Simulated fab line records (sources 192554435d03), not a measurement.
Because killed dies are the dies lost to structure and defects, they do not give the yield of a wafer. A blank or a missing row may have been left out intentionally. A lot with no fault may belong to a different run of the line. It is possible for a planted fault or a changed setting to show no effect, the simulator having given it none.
fab line records -- flow n5_finfet -- part 1 of 2: steps 1 to 4 of 6
[record] lots = 20, wafers = 60, last_day = 20
route steps=1938 shown BEOL_M4@1059 BEOL_M5@1137 BEOL_M6@1214
lots untouched by any fault: they come from a run of this same line in which no faults occurred
start_h: the number of hours between the record's first day and the start of the first shown wafer of the lot -- wait_h: hours from the lot's prior step to this one -- " the same as in the row above -- L1.1+2: several wafers, shown together as one row -- - no value, or no start given -- * or withheld: withheld -- < > ~ a bound
route shown NAME@n: a module of which the file shows steps, and the number in the route of the first -- usual: mean and standard deviation over wafers with no fault -- same: alike in all rows -- chamber/n: place in a boat -- sites: per-site readings -- _std_site: how widely they spread, as a standard deviation -- _edge_site: inner sites' mean taken away from outer sites' mean -- radius_mm: how far each site lies from the wafer's centre -- mask NAME#n: copy n -- behind: the tool/chamber that last shaped the wafer -- hold: cause of the lot's hold/its duration in hours/its outcome -- device: transistor that didn't switch, given as n, p or np -- end of line: tests of these same wafers at the route's end -- where a step has no rows: the recipe by itself -- killed: dies lost to structure and defects at the first sort, not the wafer's yield -- map: per-die view of a wafer (x killed, . not killed, _ where there is no die)
set.NAME: setting as actually run; set.NAME@STEP: the setting as run at that earlier step -- model.NAME: the simulator's own value behind a step, which no gauge read
one table for each step of the route and one row for each wafer, over a sample of lots
services: the hour from which a tool's chamber was out of use, counted from the record's first day as start_h (under 0 if before that day), plus the number of hours and why
[[steps]]
[step N5_BEOL_M4_DESCUM_33]
[recipe] chemistry = O2, time_s = 7, source_power_w = 50, bias_power_w = 20, pressure_mtorr = 20, rf_frequency_hz = 2.712e+07, temp_c = 40, resist = CAR-EUV, o2_flow_sccm = 225
[usual] bias_power_w = 20.00/0.065, drypump_motor_current_A = 5.6/0.42, o2_flow_sccm = 225.0/0.69, oes_product_au = 0.77/0.084, rf_fwd_power_W = 49.29/0.22, rf_vpp_V = 243.0/1.5, showerhead_plenum_p_Torr = 2.08/0.081, throttle_valve_pct = 20.45/0.27
lot.wafer,tool,chamber,start_h,wait_h,bias_power_w,drypump_motor_current_A,o2_flow_sccm,oes_product_au,rf_fwd_power_W,rf_hours_counter_h,rf_vpp_V,showerhead_plenum_p_Torr,throttle_valve_pct
L074.2,rie_diel-01,0,169.29,0.1,19.93,6.3,225.0,0.69,49.28,230,244.5,2.17,20.75
L074.3,rie_diel-01,2,169.29,0.1,19.99,5.1,225.4,0.71,49.60,202,242.5,2.07,20.55
L074.5,rie_diel-01,2,169.29,0.1,19.97,5.1,226.1,0.72,49.68,-,243.3,2.07,20.58
L077.1,rie_diel-01,3,200.49,0.0,19.98,5.0,224.2,0.76,49.42,142,241.3,2.02,20.68
L077.4,rie_diel-01,2,200.49,0.0,19.90,5.2,225.4,0.71,49.53,206,242.2,2.07,20.57
L077.5,rie_diel-01,0,200.49,0.0,20.02,6.3,223.0,0.69,49.19,-,244.3,2.17,20.77
L078.1,rie_diel-01,3,203.57,0.3,20.00,5.1,225.1,0.75,49.37,144,242.1,2.02,20.65
L078.3,rie_diel-01,1,203.57,0.3,20.08,5.8,225.7,0.80,49.32,118,244.4,2.19,20.14
L078.6,rie_diel-01,2,203.57,0.3,19.96,5.2,225.1,0.71,49.68,-,242.7,2.07,20.56
L079.1,rie_diel-04,1,205.06,0.0,20.03,6.1,224.5,0.72,49.18,185,241.9,2.00,20.65
L079.4,rie_diel-04,3,205.06,0.0,20.06,5.5,224.9,0.76,49.43,153,240.0,2.03,20.62
L079.6,rie_diel-04,3,205.06,0.0,19.97,5.5,226.5,0.75,49.52,-,240.9,2.03,20.61
L082.2,rie_diel-01,2,229.60,0.0,19.96,5.1,224.5,0.70,49.53,218,242.6,2.06,20.59
L082.4,rie_diel-01,3,229.60,0.0,20.00,5.0,226.4,0.76,49.50,-,243.2,2.02,20.70
L082.5,rie_diel-01,1,229.60,0.0,20.06,5.8,225.1,0.78,49.44,-,244.0,2.19,20.15
L083.2,rie_diel-05,0,233.97,0.0,19.93,5.1,224.1,0.73,49.49,203,240.9,1.96,20.09
L083.5,rie_diel-05,3,233.97,0.0,19.96,5.5,224.1,0.67,49.11,-,242.2,1.98,20.48
L083.6,rie_diel-05,2,233.97,0.0,19.95,5.3,226.2,0.69,49.38,-,243.1,2.13,20.38
L081.2,rie_diel-05,3,234.65,0.0,20.06,5.4,224.9,0.66,49.32,248,240.3,1.98,20.48
L081.3,rie_diel-05,2,234.65,0.0,20.09,5.3,225.4,0.69,49.30,236,244.6,2.13,20.39
L081.4,rie_diel-05,1,234.65,0.0,19.91,6.2,224.5,0.77,48.69,152,244.7,2.10,20.87
L080.1,rie_diel-05,0,251.30,0.1,20.00,5.2,225.8,0.73,49.44,210,242.1,1.96,20.12
L080.3,rie_diel-05,1,251.30,0.1,20.02,6.2,224.4,0.76,48.77,158,243.5,2.09,20.88
L080.6,rie_diel-05,1,251.30,0.1,20.05,6.2,224.3,0.77,48.76,-,242.2,2.09,20.87
L084.1,rie_diel-04,2,253.13,0.0,19.90,5.6,224.1,0.87,49.06,52,244.3,2.10,20.43
L084.4,rie_diel-04,3,253.13,0.0,20.10,5.5,224.7,0.76,49.27,168,241.0,2.03,20.62
L084.6,rie_diel-04,2,253.13,0.0,19.98,5.6,225.9,0.88,48.93,-,243.8,2.10,20.43
L088.1,rie_diel-05,0,262.79,0.0,20.05,5.1,224.7,0.72,49.52,215,242.2,1.95,20.13
L088.2,rie_diel-05,2,262.79,0.0,20.01,5.3,225.8,0.68,49.27,247,244.2,2.12,20.41
L088.6,rie_diel-05,2,262.79,0.0,19.98,5.3,226.0,0.68,49.26,-,243.0,2.12,20.41
L087.1,rie_diel-04,3,270.41,0.0,20.06,5.5,225.5,0.75,49.40,175,242.2,2.02,20.62
L087.2,rie_diel-04,2,270.41,0.0,19.99,5.6,224.0,0.87,49.03,60,245.3,2.10,20.46
L087.4,rie_diel-04,1,270.41,0.0,19.96,6.1,224.6,0.70,49.49,-,242.1,1.99,20.67
L086.2,rie_diel-05,1,284.30,0.0,20.06,6.2,224.5,0.74,49.00,174,242.4,2.09,20.92
L086.4,rie_diel-05,0,284.30,0.0,19.97,5.1,224.7,0.71,49.53,-,240.6,1.95,20.13
L086.6,rie_diel-05,3,284.30,0.0,19.96,5.4,224.2,0.99,49.26,-,245.7,2.25,20.01
L089.1,rie_diel-05,2,289.07,0.0,20.04,5.2,225.1,0.99,49.31,1,243.7,2.12,20.09
L089.2,rie_diel-05,3,289.07,0.0,20.00,5.5,224.4,0.98,49.19,11,245.2,2.24,19.99
L089.6,rie_diel-05,2,289.07,0.0,19.98,5.2,224.4,0.99,48.94,-,242.2,2.12,20.08
L091.1,rie_diel-04,1,294.22,0.0,19.99,6.1,224.4,0.69,48.99,217,240.3,1.99,20.67
L091.4,rie_diel-04,2,294.22,0.0,19.93,5.6,223.7,0.84,49.08,71,243.5,2.10,20.46
L091.5,rie_diel-04,2,294.22,0.0,19.98,5.6,224.0,0.85,49.39,-,242.5,2.10,20.46
L090.1,rie_diel-04,2,298.42,0.0,20.04,5.6,224.7,0.83,49.35,72,244.3,2.10,20.46
L090.3,rie_diel-04,3,298.42,0.0,20.02,5.5,225.5,0.73,49.54,186,241.7,2.02,20.65
L090.5,rie_diel-04,2,298.42,0.0,19.98,5.6,225.6,0.84,49.19,-,244.6,2.10,20.47
L093.3,rie_diel-04,1,308.94,0.0,19.99,6.1,225.1,0.69,49.36,223,242.3,1.98,20.68
L093.4,rie_diel-04,2,308.94,0.0,20.02,5.6,224.5,0.84,49.19,77,244.1,2.10,20.48
L093.6,rie_diel-04,2,308.94,0.0,20.02,5.6,224.9,0.84,49.47,-,242.7,2.10,20.47
L092.1,rie_diel-01,3,314.14,0.0,19.94,5.0,225.9,0.72,49.44,187,241.2,2.01,20.72
L092.3,rie_diel-01,0,314.14,0.0,19.86,6.3,224.3,0.91,49.24,22,243.6,2.16,20.36
L092.5,rie_diel-01,3,314.14,0.0,19.93,5.0,224.0,0.73,49.23,-,241.5,2.01,20.74
L094.4,rie_diel-01,1,324.38,0.4,19.99,5.8,225.1,0.75,49.35,-,244.9,2.18,20.20
L094.5,rie_diel-01,3,324.38,0.4,19.95,5.0,224.4,0.72,49.50,-,241.7,2.01,20.75
L094.6,rie_diel-01,0,324.38,0.4,19.97,6.3,225.0,0.89,49.29,-,243.8,2.16,20.35
L096.2,rie_diel-05,1,324.88,0.0,20.08,6.2,225.4,0.74,48.79,178,242.8,2.09,20.90
L096.3,rie_diel-05,3,324.88,0.0,19.94,5.5,224.0,0.95,49.11,26,243.8,2.24,20.04
L096.4,rie_diel-05,0,324.88,0.0,20.11,5.1,224.2,0.70,49.51,243,241.1,1.94,20.17
L097.1,rie_diel-05,0,330.56,0.1,19.96,5.2,224.6,0.70,49.22,245,240.6,1.94,20.18
L097.4,rie_diel-05,2,330.56,0.1,20.10,5.3,224.3,0.92,49.40,19,243.9,2.12,20.12
L097.6,rie_diel-05,1,330.56,0.1,19.95,6.2,225.3,0.73,48.91,-,243.7,2.09,20.90
[step N5_BEOL_M4_ANNEAL_95]
[recipe] temp_c = 400, time_s = 240, ambient = vacuum
[usual] heater_power_w = 821/56
lot.wafer,tool,chamber,start_h,wait_h,heater_power_w
L074.2,pvd_sputter-01,-,192.97,0.0,910
L074.3,pvd_sputter-01,-,192.97,0.0,864
L074.5,pvd_sputter-01,-,192.97,0.0,917
L078.1,pvd_sputter-03,-,220.83,0.0,810
L078.3,pvd_sputter-03,-,220.83,0.0,829
L078.6,pvd_sputter-03,-,220.83,0.0,850
L077.1,pvd_sputter-03,-,226.07,0.0,850
L077.4,pvd_sputter-03,-,226.07,0.0,797
L077.5,pvd_sputter-03,-,226.07,0.0,824
L079.1,pvd_sputter-03,-,235.36,0.0,883
L079.4,pvd_sputter-03,-,235.36,0.0,786
L079.6,pvd_sputter-03,-,235.36,0.0,843
L082.2,pvd_sputter-01,-,249.25,0.0,854
L082.4,pvd_sputter-01,-,249.25,0.0,906
L082.5,pvd_sputter-01,-,249.25,0.0,747
L083.2,pvd_sputter-03,-,250.83,0.0,797
L083.5,pvd_sputter-03,-,250.83,0.0,783
L083.6,pvd_sputter-03,-,250.83,0.0,890
L081.2,pvd_sputter-02,-,255.38,0.0,776
L081.3,pvd_sputter-02,-,255.38,0.0,714
L081.4,pvd_sputter-02,-,255.38,0.0,756
L080.1,pvd_sputter-01,-,260.37,0.0,926
L080.3,pvd_sputter-01,-,260.37,0.0,764
L080.6,pvd_sputter-01,-,260.37,0.0,853
L084.1,pvd_sputter-01,-,269.02,0.0,853
L084.4,pvd_sputter-01,-,269.02,0.0,749
L084.6,pvd_sputter-01,-,269.02,0.0,738
L088.1,pvd_sputter-01,-,276.23,0.0,907
L088.2,pvd_sputter-01,-,276.23,0.0,845
L088.6,pvd_sputter-01,-,276.23,0.0,928
L087.1,pvd_sputter-01,-,286.98,0.0,732
L087.2,pvd_sputter-01,-,286.98,0.0,885
L087.4,pvd_sputter-01,-,286.98,0.0,907
L086.2,pvd_sputter-01,-,298.59,0.0,921
L086.4,pvd_sputter-01,-,298.59,0.0,864
L086.6,pvd_sputter-01,-,298.59,0.0,879
L091.1,pvd_sputter-02,-,298.68,0.0,757
L091.4,pvd_sputter-02,-,298.68,0.0,790
L091.5,pvd_sputter-02,-,298.68,0.0,726
L089.1,pvd_sputter-03,-,299.06,0.0,844
L089.2,pvd_sputter-03,-,299.06,0.0,829
L089.6,pvd_sputter-03,-,299.06,0.0,787
L093.3,pvd_sputter-02,-,315.97,0.0,860
L093.4,pvd_sputter-02,-,315.97,0.0,788
L093.6,pvd_sputter-02,-,315.97,0.0,694
L090.1,pvd_sputter-03,-,318.55,0.0,904
L090.3,pvd_sputter-03,-,318.55,0.0,833
L090.5,pvd_sputter-03,-,318.55,0.0,788
L092.1,pvd_sputter-01,-,322.16,0.0,860
L092.3,pvd_sputter-01,-,322.16,0.0,748
L092.5,pvd_sputter-01,-,322.16,0.0,755
L094.4,pvd_sputter-02,-,330.07,0.1,850
L094.5,pvd_sputter-02,-,330.07,0.1,784
L094.6,pvd_sputter-02,-,330.07,0.1,758
L096.2,pvd_sputter-03,-,337.94,0.0,778
L096.3,pvd_sputter-03,-,337.94,0.0,801
L096.4,pvd_sputter-03,-,337.94,0.0,869
L097.1,pvd_sputter-02,-,348.00,0.0,791
L097.4,pvd_sputter-02,-,348.00,0.0,703
L097.6,pvd_sputter-02,-,348.00,0.0,862
[step N5_BEOL_M5_STRIP_19]
[recipe] chemistry = O2, power_w = 400, temp_c = 40, pressure_mtorr = 30, rf_frequency_hz = 6e+07, bias_power_w = 0, overash_fraction = 0.2, o2_flow_sccm = 225
[usual] drypump_motor_current_A = 5.6/0.37, o2_flow_sccm = 224.9/0.76, oes_product_au = 0.78/0.072, rf_vpp_V = 3.6/0.46, showerhead_plenum_p_Torr = 2.09/0.073, throttle_valve_pct = 16.71/0.18
[same] bias_power_w = 0
lot.wafer,tool,chamber,start_h,wait_h,drypump_motor_current_A,o2_flow_sccm,oes_product_au,rf_hours_counter_h,rf_vpp_V,showerhead_plenum_p_Torr,throttle_valve_pct
L074.2,rie_diel-02,2,199.23,0.1,5.6,224.5,0.73,181,3.1,2.10,16.76
L074.3,rie_diel-02,0,199.23,0.1,5.5,225.1,0.80,104,4.2,2.03,16.53
L074.5,rie_diel-02,0,199.23,0.1,5.5,225.1,0.80,-,3.5,2.03,16.53
L078.1,rie_diel-03,1,224.72,0.1,6.5,224.1,0.75,166,3.8,2.12,16.89
L078.3,rie_diel-03,3,224.72,0.1,4.9,224.9,0.74,180,3.8,2.17,16.98
L078.6,rie_diel-03,1,224.72,0.1,6.4,224.6,0.76,-,2.9,2.12,16.89
L077.1,rie_diel-06,1,233.36,0.1,5.4,224.7,0.84,77,4.2,2.11,16.65
L077.4,rie_diel-06,2,233.36,0.1,5.8,224.9,0.79,117,4.3,1.96,16.81
L077.5,rie_diel-06,0,233.36,0.1,5.5,225.4,0.92,-,4.1,2.08,16.48
L079.1,rie_diel-06,2,241.41,0.2,5.9,224.0,0.79,119,3.3,1.96,16.81
L079.4,rie_diel-06,3,241.41,0.2,5.8,225.5,0.70,211,4.2,2.05,16.76
L079.6,rie_diel-06,1,241.41,0.2,5.4,223.3,0.84,-,4.2,2.11,16.64
L082.2,rie_diel-02,3,255.14,0.2,5.7,225.8,0.72,217,3.2,1.96,16.75
L082.4,rie_diel-02,2,255.14,0.2,5.5,224.4,0.72,-,3.2,2.09,16.79
L082.5,rie_diel-02,3,255.14,0.2,5.7,225.3,0.72,-,3.2,1.96,16.75
L083.2,rie_diel-03,1,255.98,0.2,6.5,225.5,0.76,173,3.6,2.12,16.89
L083.5,rie_diel-03,2,255.98,0.2,5.4,223.2,0.66,-,3.3,2.18,16.98
L083.6,rie_diel-03,1,255.98,0.2,6.5,225.5,0.75,-,3.2,2.12,16.90
L081.2,rie_diel-02,0,261.59,0.2,5.5,223.5,0.80,121,4.0,2.02,16.55
L081.3,rie_diel-02,2,261.59,0.2,5.5,224.9,0.72,201,3.6,2.09,16.79
L081.4,rie_diel-02,3,261.59,0.2,5.7,225.1,0.72,220,3.9,1.96,16.77
L080.1,rie_diel-06,3,266.85,0.2,5.8,225.1,0.68,219,3.3,2.05,16.76
L080.3,rie_diel-06,0,266.85,0.2,5.5,224.7,0.89,41,3.3,2.08,16.50
L080.6,rie_diel-06,1,266.85,0.2,5.4,225.8,0.83,-,3.4,2.11,16.67
L084.1,rie_diel-02,2,274.89,0.1,5.5,223.2,0.72,206,3.8,2.09,16.81
L084.4,rie_diel-02,1,274.89,0.1,5.5,226.1,0.83,93,3.8,2.20,16.42
L084.6,rie_diel-02,1,274.89,0.1,5.4,226.3,0.82,-,3.9,2.20,16.42
L088.1,rie_diel-03,0,283.91,0.4,6.0,225.3,0.84,64,4.2,2.13,16.61
L088.2,rie_diel-03,1,283.91,0.4,6.5,224.7,0.75,183,3.8,2.12,16.91
L088.6,rie_diel-03,0,283.91,0.4,6.0,226.4,0.83,-,4.7,2.13,16.62
L087.1,rie_diel-03,0,292.56,0.2,6.0,224.6,0.83,68,3.8,2.13,16.61
L087.2,rie_diel-03,3,292.56,0.2,4.9,226.1,0.72,203,4.4,2.16,16.99
L087.4,rie_diel-03,0,292.56,0.2,6.0,224.5,0.83,-,2.5,2.13,16.62
L086.2,rie_diel-03,0,303.56,0.1,6.0,225.5,0.83,72,3.7,2.13,16.64
L086.4,rie_diel-03,2,303.56,0.1,5.4,223.7,0.97,1,3.8,2.18,16.49
L086.6,rie_diel-03,3,303.56,0.1,4.9,224.5,0.72,-,3.4,2.16,17.00
L091.1,rie_diel-02,0,303.64,0.1,5.5,226.1,0.78,136,4.4,2.02,16.58
L091.4,rie_diel-02,2,303.64,0.1,5.5,224.3,0.71,216,3.7,2.09,16.83
L091.5,rie_diel-02,2,303.64,0.1,5.5,225.0,0.71,-,2.9,2.09,16.82
L089.1,rie_diel-02,3,303.73,0.1,5.6,225.6,0.71,235,3.0,1.95,16.77
L089.2,rie_diel-02,1,303.73,0.1,5.4,224.6,0.81,104,3.7,2.19,16.44
L089.6,rie_diel-02,3,303.73,0.1,5.6,224.5,0.71,-,3.7,1.95,16.79
L093.3,rie_diel-06,2,322.33,0.1,5.9,224.8,0.78,143,2.9,1.95,16.84
L093.4,rie_diel-06,1,322.33,0.1,5.4,224.7,0.81,102,3.2,2.10,16.70
L093.6,rie_diel-06,2,322.33,0.1,5.9,224.6,0.76,-,4.0,1.95,16.84
L090.1,rie_diel-03,1,323.83,0.1,6.5,225.7,0.74,196,4.4,2.11,16.95
L090.3,rie_diel-03,2,323.83,0.1,5.4,223.8,0.92,6,3.7,2.18,16.50
L090.5,rie_diel-03,2,323.83,0.1,5.4,224.6,0.92,-,4.5,2.18,16.49
L092.1,rie_diel-02,3,327.16,0.3,5.6,224.7,0.70,242,4.6,1.95,16.79
L092.3,rie_diel-02,2,327.16,0.3,5.5,224.3,0.70,224,3.9,2.08,16.84
L092.5,rie_diel-02,3,327.16,0.3,5.7,225.5,0.70,-,3.9,1.95,16.80
L094.4,rie_diel-03,3,335.59,0.2,4.9,224.4,0.71,218,3.2,2.16,17.04
L094.5,rie_diel-03,2,335.59,0.2,5.4,224.2,0.90,-,3.7,2.18,16.51
L094.6,rie_diel-03,3,335.59,0.2,4.9,224.7,0.72,-,4.6,2.16,17.01
L096.2,rie_diel-03,1,342.95,0.2,6.5,225.2,0.74,202,3.0,2.11,16.94
L096.3,rie_diel-03,2,342.95,0.2,5.4,224.0,0.90,13,3.5,2.18,16.49
L096.4,rie_diel-03,3,342.95,0.2,4.9,224.5,0.71,220,4.1,2.16,17.03
L097.1,rie_diel-06,1,352.69,0.1,5.4,224.3,0.80,115,3.4,2.10,16.71
L097.4,rie_diel-06,1,352.69,0.1,5.4,223.7,0.80,-,3.8,2.10,16.72
L097.6,rie_diel-06,3,352.69,0.1,5.8,224.6,0.67,-,3.4,2.04,16.81
[step N5_BEOL_M5_STRIP_36]
[recipe] chemistry = N2/H2, power_w = 450, temp_c = 40, pressure_mtorr = 20, rf_frequency_hz = 6e+07, overash_fraction = 0.3, bias_power_w = 7, h2_frac = 0.5, n2_flow_sccm = 200, h2_flow_sccm = 200
[usual] bias_power_w = 6.998/0.021, drypump_motor_current_A = 5.6/0.32, oes_product_au = 0.77/0.067, rf_vpp_V = 59.0/1.6, showerhead_plenum_p_Torr = 2.52/0.088, throttle_valve_pct = 23.62/0.3
lot.wafer,tool,chamber,start_h,wait_h,bias_power_w,drypump_motor_current_A,oes_product_au,rf_hours_counter_h,rf_vpp_V,showerhead_plenum_p_Torr,throttle_valve_pct
L074.2,rie_diel-02,2,202.15,0.0,7.024,5.5,0.74,182,61.2,2.51,23.54
L074.3,rie_diel-02,0,202.15,0.0,7.018,5.5,0.80,105,57.4,2.47,23.69
L074.5,rie_diel-02,3,202.15,0.0,6.986,5.6,0.72,-,56.5,2.40,23.52
L078.1,rie_diel-02,0,226.68,0.0,6.993,5.5,0.81,111,58.1,2.47,23.78
L078.3,rie_diel-02,3,226.68,0.0,7.015,5.7,0.73,209,57.9,2.40,23.53
L078.6,rie_diel-02,2,226.68,0.0,6.987,5.5,0.73,-,60.6,2.50,23.57
L077.1,rie_diel-02,3,235.59,0.0,6.990,5.7,0.74,210,57.5,2.40,23.48
L077.4,rie_diel-02,1,235.59,0.0,7.037,5.4,0.83,79,60.6,2.67,23.39
L077.5,rie_diel-02,2,235.59,0.0,6.958,5.5,0.72,-,61.0,2.50,23.57
L079.1,rie_diel-03,2,245.68,0.0,7.049,5.4,0.67,235,59.3,2.60,23.73
L079.4,rie_diel-03,0,245.68,0.0,7.000,6.0,0.85,51,56.9,2.62,24.15
L079.6,rie_diel-03,0,245.68,0.0,6.990,6.0,0.85,-,60.9,2.62,24.18
L082.2,rie_diel-02,2,255.99,0.0,7.029,5.6,0.71,199,60.0,2.50,23.55
L082.4,rie_diel-02,3,255.99,0.0,7.003,5.7,0.72,-,58.0,2.40,23.52
L082.5,rie_diel-02,2,255.99,0.0,7.030,5.6,0.72,-,57.0,2.50,23.56
L083.2,rie_diel-02,3,257.52,0.0,6.997,5.7,0.73,219,60.0,2.40,23.56
L083.5,rie_diel-02,2,257.52,0.0,6.988,5.6,0.72,-,56.7,2.50,23.56
L083.6,rie_diel-02,3,257.52,0.0,6.972,5.7,0.71,-,59.3,2.40,23.55
L081.2,rie_diel-02,0,262.53,0.0,7.008,5.5,0.80,121,59.1,2.47,23.77
L081.3,rie_diel-02,3,262.53,0.0,6.965,5.6,0.72,220,56.0,2.40,23.55
L081.4,rie_diel-02,2,262.53,0.0,7.025,5.5,0.72,202,57.5,2.50,23.58
L080.1,rie_diel-06,1,267.63,0.0,7.004,5.4,0.82,87,56.6,2.55,23.26
L080.3,rie_diel-06,2,267.63,0.0,7.013,5.9,0.77,128,57.3,2.35,23.86
L080.6,rie_diel-06,1,267.63,0.0,7.013,5.4,0.84,-,59.8,2.55,23.27
L084.1,rie_diel-03,0,276.02,0.0,7.016,6.0,0.84,61,57.0,2.61,24.18
L084.4,rie_diel-03,3,276.02,0.0,7.018,4.9,0.73,196,57.2,2.63,24.22
L084.6,rie_diel-03,0,276.02,0.0,7.011,6.0,0.84,-,58.8,2.61,24.16
L088.1,rie_diel-03,0,289.30,0.0,6.992,6.0,0.84,66,59.3,2.61,24.19
L088.2,rie_diel-03,1,289.30,0.0,7.002,6.5,0.76,185,60.5,2.52,23.41
L088.6,rie_diel-03,1,289.30,0.0,6.984,6.5,0.74,-,60.3,2.52,23.38
L087.1,rie_diel-02,0,295.66,0.0,6.977,5.5,0.78,133,58.7,2.46,23.77
L087.2,rie_diel-02,3,295.66,0.0,6.996,5.7,0.70,231,59.1,2.39,23.55
L087.4,rie_diel-02,1,295.66,0.0,6.985,5.4,0.82,101,60.1,2.66,23.39
L089.1,rie_diel-06,1,306.09,0.0,6.975,5.4,0.82,97,57.7,2.54,23.27
L089.2,rie_diel-06,2,306.09,0.0,6.979,5.9,0.77,138,59.0,2.35,23.93
L089.6,rie_diel-06,3,306.09,0.0,6.983,5.8,0.68,-,59.6,2.50,23.59
L086.2,rie_diel-02,2,306.39,0.0,6.982,5.5,0.69,217,57.8,2.49,23.57
L086.4,rie_diel-02,1,306.39,0.0,6.985,5.4,0.82,-,62.0,2.66,23.41
L086.6,rie_diel-02,0,306.39,0.0,6.951,5.5,0.79,-,60.4,2.46,23.76
L091.1,rie_diel-03,2,306.46,0.0,7.017,5.4,0.95,2,60.7,2.59,23.19
L091.4,rie_diel-03,3,306.46,0.0,6.991,4.9,0.71,209,60.2,2.62,24.24
L091.5,rie_diel-03,3,306.46,0.0,6.996,4.9,0.72,-,62.4,2.62,24.28
L093.3,rie_diel-06,0,324.33,0.0,6.972,5.5,0.86,58,61.3,2.47,23.43
L093.4,rie_diel-06,2,324.33,0.0,6.994,5.9,0.77,143,59.7,2.35,23.91
L093.6,rie_diel-06,1,324.33,0.0,7.008,5.4,0.82,-,58.3,2.54,23.28
L090.1,rie_diel-03,0,327.52,0.0,6.997,6.0,0.82,78,58.2,2.61,24.17
L090.3,rie_diel-03,3,327.52,0.0,6.980,4.9,0.72,214,58.4,2.62,24.25
L090.5,rie_diel-03,3,327.52,0.0,6.972,5.0,0.71,-,63.1,2.62,24.22
L092.1,rie_diel-06,3,330.86,0.0,7.017,5.8,0.68,238,59.3,2.50,23.62
L092.3,rie_diel-06,0,330.86,0.0,6.996,5.5,0.85,61,61.1,2.47,23.43
L092.5,rie_diel-06,1,330.86,0.0,6.976,5.4,0.81,-,61.3,2.54,23.27
L094.4,rie_diel-06,3,337.53,0.0,7.022,5.8,0.66,-,59.3,2.50,23.63
L094.5,rie_diel-06,1,337.53,0.0,6.991,5.4,0.80,-,59.5,2.54,23.25
L094.6,rie_diel-06,0,337.53,0.0,6.982,5.5,0.84,-,57.6,2.47,23.41
L096.2,rie_diel-02,0,344.75,0.0,6.995,5.5,0.77,150,57.9,2.45,23.81
L096.3,rie_diel-02,2,344.75,0.0,6.977,5.5,0.70,231,56.7,2.49,23.62
L096.4,rie_diel-02,1,344.75,0.0,6.975,5.5,0.81,115,60.5,2.65,23.40
L097.1,rie_diel-06,0,354.51,0.0,6.936,5.5,0.83,70,59.4,2.47,23.42
L097.4,rie_diel-06,1,354.51,0.0,7.001,5.4,0.80,-,57.5,2.53,23.29
L097.6,rie_diel-06,0,354.51,0.0,6.992,5.5,0.84,-,61.4,2.47,23.44
